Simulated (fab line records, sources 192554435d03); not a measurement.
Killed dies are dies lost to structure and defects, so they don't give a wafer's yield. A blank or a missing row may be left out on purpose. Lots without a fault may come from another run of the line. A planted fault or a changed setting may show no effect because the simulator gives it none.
Chamber matching | flow n5_finfet | N5_BEOL_M0_SAQP_MANDREL1_REMOVE_100 on rie_si-02: 4 sister chambers
The step chemistry HBr/Cl2/O2, target a-Si, stops on SiNx, bt time 10 s. 14 wafers are shown with their chamber, then 7 later ones without.

WAFERS WITH THEIR CHAMBER
wafer  | chamber | throttle_valve_pct (%) | oes_product_au (a.u.) | bias_w (W)
L077.3 | 2       | 37.0                   | 0.986                 | 29.94
L077.4 | 1       | 37.1                   | 1.008                 | 30.02
L077.6 | 2       | 37.0                   | 0.992                 | 29.89
L080.1 | 3       | 36.7                   | 0.977                 | 30.00
L080.4 | 0       | 36.2                   | 0.991                 | 30.03
L080.6 | 3       | 36.7                   | 0.971                 | 29.90
L087.2 | 3       | 36.7                   | 0.973                 | 30.08
L087.3 | 1       | 37.1                   | 1.001                 | 30.22
L087.6 | 0       | 36.2                   | 0.992                 | 30.03
L088.1 | 3       | 36.6                   | 0.989                 | 29.93
L088.3 | 2       | 37.0                   | 0.989                 | 30.00
L088.4 | 1       | 37.1                   | 1.001                 | 30.03
L093.3 | 3       | 36.6                   | 0.977                 | 30.05
L093.4 | 0       | 36.2                   | 0.992                 | 29.98

SIGNATURES (means of the wafers above)
reading            | chamber 0 | chamber 1 | chamber 2 | chamber 3 | scatter within a chamber
throttle_valve_pct | 36.200    | 37.100    | 37.000    | 36.660    | 0.0346
oes_product_au     | 0.99167   | 1.00333   | 0.98900   | 0.97740   | 0.00497
bias_w             | 30.0133   | 30.0900   | 29.9433   | 29.9920   | 0.0752
Rule: a wafer's distance from a chamber is the root of the sum, over the readings, of the square of ((its reading less the chamber's mean) divided by the reading's scatter). The wafer belongs to the nearest chamber; if the next one is less than 2 further off, it can't be placed. The scatter: the root of (the sum of the squares of (reading less its chamber's mean) over the shown wafers, divided by (wafers less chambers)).

WAFERS WITHOUT THEIR CHAMBER
wafer  | throttle_valve_pct (%) | oes_product_au (a.u.) | bias_w (W)
L093.6 | 37.0                   | 1.000                 | 29.88
L096.2 | 36.2                   | 0.998                 | 30.11
L096.4 | 37.0                   | 0.988                 | 30.02
L096.5 | 37.0                   | 1.001                 | 29.95
L097.1 | 37.1                   | 1.014                 | 29.99
L097.2 | 36.2                   | 0.995                 | 29.86
L097.5 | 36.6                   | 0.980                 | 29.88

WHICH CHAMBER EACH WENT THROUGH
wafer  | from the rows above     | in truth
L093.6 | can't be placed: 2 or 1 | 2
L096.2 | 0                       | 0
L096.4 | 2                       | 2
L096.5 | can't be placed: 2 or 1 | 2
L097.1 | 1                       | 1
L097.2 | 0                       | 0
L097.5 | 3                       | 3
Placed correctly: 5 of 7. Can't be placed from these rows: 2 (the true chamber is among the candidates in 2). Placed wrongly: 0.
